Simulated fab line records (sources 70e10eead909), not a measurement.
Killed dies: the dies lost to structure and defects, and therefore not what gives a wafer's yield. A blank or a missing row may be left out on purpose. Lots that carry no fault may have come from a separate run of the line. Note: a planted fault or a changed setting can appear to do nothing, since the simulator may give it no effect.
Matching of chambers	flow nand-harc	ald-metal-02 running NHARC_P_CONTACT_ALD_22: 4 sister chambers
The step deposits TiN, target thk 3 nm, pulse time 1 s, ald cycles 150. 8 wafers are shown with their chamber, then 11 later ones without.

## WAFERS WITH THEIR CHAMBER
wafer	chamber	heater-power-w (W)	precursor-pulse-height-rel
L081.5	3	847	1.018
L085.5	0	1254	1.015
L086.1	2	1542	1.007
L086.6	0	1242	0.961
L087.1	3	837	1.022
L087.3	1	1201	1.029
L087.5	1	1200	1.011
L091.2	2	1375	1.035

## WAFERS WHOSE CHAMBER IS MISSING
wafer	heater-power-w (W)	precursor-pulse-height-rel
L091.3	1260	1.003
L091.4	1250	1.021
L095.1	1243	1.009
L095.3	851	1.041
L095.4	1416	0.985
L096.1	875	1.046
L096.3	1264	1.016
L096.6	1452	0.994
L097.2	830	1.009
L097.4	1413	0.989
L097.5	1439	0.991

## CHAMBER TAKEN BY EACH
wafer	from the rows above	in truth
L091.3	can't be placed: 0 or 1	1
L091.4	can't be placed: 1 or 0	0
L095.1	can't be placed: 1 or 0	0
L095.3	3	3
L095.4	can't be placed: 2 or 0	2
L096.1	3	3
L096.3	can't be placed: 1 or 0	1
L096.6	2	2
L097.2	3	3
L097.4	can't be placed: 2 or 0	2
L097.5	can't be placed: 2 or 0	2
Correct placement for 4 of the 11. Not placeable from these rows: 7 (in 7, the candidates include the true chamber). Number placed wrongly: 0.
How it was worked out, from the rows above alone: a wafer's distance from a chamber is the root of the sum, over the readings, of the square of ((its reading less the chamber's mean) divided by the reading's scatter). The wafer belongs to the nearest chamber; if the next one is less than 2 further off, it can't be placed. The mean given for a chamber averages the wafers shown for that chamber. The scatter: the root of (the sum of the squares of (reading less its chamber's mean) over the shown wafers, divided by (wafers less chambers)).
